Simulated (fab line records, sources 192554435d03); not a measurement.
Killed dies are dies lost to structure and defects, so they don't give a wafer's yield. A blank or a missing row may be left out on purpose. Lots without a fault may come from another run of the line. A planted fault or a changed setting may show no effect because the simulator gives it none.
Problem report in the 8D (eight disciplines) form, filled by code | flow n5_finfet | the parts of the form that need people (team, actions taken, sign-off) are left out

1. THE PROBLEM
cathode_dc_power_W at N5_BEOL_M12_SPUTTER_45 reads a mean of 27900 W on 5 wafers of 2 lots; wafers without a fault read 26000 W with a standard deviation of 4.8. That is +99 or more standard deviations from the usual mean.
The step: material Cu, target thk 80 nm, time 13.33 s.
First seen on wafer L945.2, day 14 02:13, on pvd_sputter-03. The record holds 32 wafers of 11 lots with a number at this step. Rule for "out", or "out of limits": more than 4 standard deviations from the usual mean. The other wafers with a number count as sound.

2. WHAT IT IS AND WHAT IT IS NOT
question                    | is                     | is not
which readings at this step | cathode_dc_power_W     | substrate_temp_c, throttle_valve_pct
which lots                  | L945, L947             | L932, L933, L935, L939, L941, L943, L946, L948, L952
which wafers of those lots  | all that have a number | -
read on which tools         | pvd_sputter-03         | pvd_sputter-01, pvd_sputter-02
when                        | from day 14 02:13      | up to then (18 sound wafers); but 9 sound wafers of L946, L948, L952 came after

3. SUSPECTS, AND WHAT RULES EACH OUT
Counting: a tool at a process step up to the reading stays a suspect if it ran every lot that is out and no sound lot after the first of them.
- rie_diel-02 at N5_BEOL_M12_ETCH_67 (etches SiARC in CF4, target depth 143 nm, time 238.3 s): ruled out as a lasting fault. Sound lots L948 ran on it after its first lot that is out, L945 (day 14 00:10).
- pvd_sputter-03 at N5_BEOL_M12_SPUTTER_43 (material TaN, target thk 15 nm, time 24.19 s): kept. It ran every lot that is out, first L945 (day 14 02:03), and no sound lot after that; its last sound lot up to then is L939 (day 12 00:55).
- pvd_sputter-03 at N5_BEOL_M12_SPUTTER_45 (material Cu, target thk 80 nm, time 13.33 s): kept. It ran every lot that is out, first L945 (day 14 02:13), and no sound lot after that; its last sound lot up to then is L939 (day 12 01:05). Its own readings are out on those wafers: cathode_dc_power_W.
Left after counting: pvd_sputter-03 at N5_BEOL_M12_SPUTTER_43, pvd_sputter-03 at N5_BEOL_M12_SPUTTER_45.

4. THE CAUSE (what the simulator had put in)
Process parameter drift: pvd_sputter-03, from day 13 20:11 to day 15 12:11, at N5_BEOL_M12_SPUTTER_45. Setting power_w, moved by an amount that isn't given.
Counting left 2 suspects, and this tool is among them.

5. THE CHAIN OF EFFECTS, in route order
Each row: a reading whose mean over the struck wafers that have a number lies more than 3 standard deviations from the usual. Only readings for which the record gives a usual standard deviation are gone through. hours: the time from each lot's start at the first step in this table that gives one to its start at this step, as a median over the lots. sigmas: the change in usual standard deviations.
hours | step                   | reading            | usual   | on struck wafers | change | sigmas
0     | N5_BEOL_M12_SPUTTER_45 | cathode_dc_power_W | 26000 W | 27900            | +1900  | +99 or more
The process steps in it:
- N5_BEOL_M12_SPUTTER_45: material Cu, target thk 80 nm, time 13.33 s.

6. WHAT WOULD HAVE CAUGHT IT SOONER
In this record the first reading out of limits was taken at day 14 02:13, 6 hours after the fault began at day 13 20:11.
